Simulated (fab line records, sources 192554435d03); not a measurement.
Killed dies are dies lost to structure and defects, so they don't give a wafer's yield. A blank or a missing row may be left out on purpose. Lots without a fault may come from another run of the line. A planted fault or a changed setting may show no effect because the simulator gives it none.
Chamber matching | flow n5_finfet | N5_BEOL_M2_ETCH_64 on rie_diel-03: 4 sister chambers
The step etches SOC in N2/H2, target depth 75 nm, overetch 22.5 nm, time 121.9 s. 8 wafers are shown with their chamber, then 9 later ones without.

WAFERS WITH THEIR CHAMBER
wafer  | chamber | showerhead_plenum_p_Torr (Torr) | throttle_valve_pct (%)
L076.1 | 3       | 2.58                            | 17.56
L078.1 | 2       | 2.53                            | 17.61
L079.6 | 1       | 2.49                            | 17.70
L082.5 | 2       | 2.52                            | 17.61
L082.6 | 0       | 2.41                            | 18.10
L085.1 | 1       | 2.49                            | 17.25
L085.3 | 0       | 2.41                            | 18.13
L085.5 | 3       | 2.57                            | 17.59

WAFERS WITHOUT THEIR CHAMBER
wafer  | showerhead_plenum_p_Torr (Torr) | throttle_valve_pct (%)
L086.1 | 2.52                            | 17.62
L086.3 | 2.48                            | 17.26
L086.5 | 2.48                            | 17.25
L089.1 | 2.56                            | 17.62
L089.2 | 2.73                            | 17.64
L089.6 | 2.56                            | 17.61
L093.2 | 2.51                            | 17.68
L093.4 | 2.72                            | 17.68
L093.5 | 2.72                            | 17.66

WHICH CHAMBER EACH WENT THROUGH
wafer  | from the rows above     | in truth
L086.1 | 2                       | 2
L086.3 | 1                       | 1
L086.5 | 1                       | 1
L089.1 | 3                       | 3
L089.2 | 3                       | 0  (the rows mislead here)
L089.6 | 3                       | 3
L093.2 | can't be placed: 2 or 1 | 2
L093.4 | 3                       | 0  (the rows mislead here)
L093.5 | 3                       | 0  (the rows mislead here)
Placed correctly: 5 of 9. Can't be placed from these rows: 1 (the true chamber is among the candidates in 1). Placed wrongly: 3.
How it was worked out, from the rows above alone: a wafer's distance from a chamber is the root of the sum, over the readings, of the square of ((its reading less the chamber's mean) divided by the reading's scatter). The wafer belongs to the nearest chamber; if the next one is less than 2 further off, it can't be placed. A chamber's mean is the mean of its shown wafers. The scatter: the root of (the sum of the squares of (reading less its chamber's mean) over the shown wafers, divided by (wafers less chambers)).
